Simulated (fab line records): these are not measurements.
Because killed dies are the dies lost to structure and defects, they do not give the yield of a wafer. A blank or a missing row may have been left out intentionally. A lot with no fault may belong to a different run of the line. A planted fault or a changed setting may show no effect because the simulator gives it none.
Comparing a struck lot with a sound one | flow nand-harc | 14 steps out of a route of 1159
Sound: these wafers, L966.1, L966.3, L966.4. The struck wafers were L960.3, L960.4, L960.6. At the end, the cause is stated.
Per side, at each step with rows, come the tool, then ch with its chambers, and then its first start. Under that, the readings that differ: sound wafers | struck wafers | difference of the means | sigmas: that difference in standard deviations of wafers without a fault.
alike: same words and numbers on both sides, and readings whose means sit less than 2 such deviations apart. not compared: any withheld reading, any reading some wafer has no value for, any bound like >300 that may hide the same value, and any number with overlapping values for which the record gives no deviation.
The two part at a step that has a row with sigmas, a row that says differs or no value, or rows on one side only. Numbers that don't overlap but have no deviation are shown without sigmas and don't part them. A reading that every wafer of one side lacks parts them only if that side has two wafers or more.

first, 2 steps without rows for these wafers: NHARC_A_STAIRCASE_PRECLEAN_318 (cleans in SC1); NHARC_A_STAIRCASE_SRD_329.
NHARC_A_STAIRCASE_ALD_415: deposits SiO2, target thk 30 nm, pulse time 6 s, ald cycles 300.
  sound on ald-hk-01 ch 0,1,3, day 17 07:31; struck on ald-hk-01 ch 0,2,3, day 15 19:30
  alike: heater-power-w, precursor-pulse-height-rel
NHARC_A_STAIRCASE_ETCHBACK_416: etches the open film in C4F8/O2/Ar, target depth 36 nm, time 7.2 s.
  sound: rie-diel-11 ch 0,1,2; struck: rie-diel-11 ch 1,2
  reading               | sound          | struck         | difference | sigmas
  oes-product-au (a.u.) | 1.00 1.00 1.00 | 0.94 0.93 0.94 | -0.06      | -2
  alike: rf-vpp-V
  not compared: rf-hours-counter-h
NHARC_A_STAIRCASE_STRIP_476: strips in O2, time 20 s.
  sound on rie-diel-11 ch 0,1,3, day 17 09:28; struck on rie-diel-11 ch 0,1,3, day 15 22:58
  alike: drypump-motor-current-A, oes-product-au, rf-vpp-V, showerhead-plenum-p-Torr, throttle-valve-pct
  not compared: rf-hours-counter-h
NHARC_A_STAIRCASE_DEP_417: deposits Si3N4, target thk 60 nm.
  sound on pecvd-01 ch 1,2, day 17 09:33; struck on pecvd-03 ch 1,2, day 15 23:05
  alike: heater-power-outer-w, heater-power-w, showerhead-vpp-V
then, 3 steps without rows for these wafers: NHARC_A_STAIRCASE_WET_418 (chemistry H3PO4, target depth 20 nm); NHARC_A_STAIRCASE_PRECLEAN_419 (cleans in SC1); NHARC_A_STAIRCASE_SRD_421.
NHARC_A_STAIRCASE_ALD_420: deposits SiO2, target thk 20 nm, pulse time 6 s, ald cycles 200.
  sound on ald-hk-02 ch 1,2,3, day 19 02:20; struck on ald-hk-01 ch 0,2,3, day 16 00:22
  alike: heater-power-w, precursor-pulse-height-rel
then, 1 step without rows for these wafers: NHARC_A_STAIRCASE_CVD_552 (deposits SiNx, target thk 40 nm).
NHARC_A_STAIRCASE_DEP_151: deposits SiO2, target thk 3800 nm.
  sound on pecvd-01 ch 0,2, day 19 10:28; struck on pecvd-03 ch 0,2, day 16 08:40
  no value came back on the struck wafers for heater-power-outer-w (W), heater-power-w (W); on the sound wafers heater-power-outer-w (W) reads 424 390 355
then, 1 step without rows for these wafers: NHARC_A_STAIRCASE_ANNEAL_320 (time 1800 s).
-- jump in the record: it breaks off in module A_STAIRCASE and resumes in module END (first step shown: number 1159 of the route), and 10 days separate the struck wafers' starts before and after --
NHARC_END_SORT_01:
  only the struck wafers appear in the record here, on prober-01 ch 0 at day 26 10:55; the sound ones have no rows

WHERE THEY PART
Last at NHARC_END_SORT_01 as far as this record goes, first at NHARC_A_STAIRCASE_ETCHBACK_416.

WHY: what the simulator had put in
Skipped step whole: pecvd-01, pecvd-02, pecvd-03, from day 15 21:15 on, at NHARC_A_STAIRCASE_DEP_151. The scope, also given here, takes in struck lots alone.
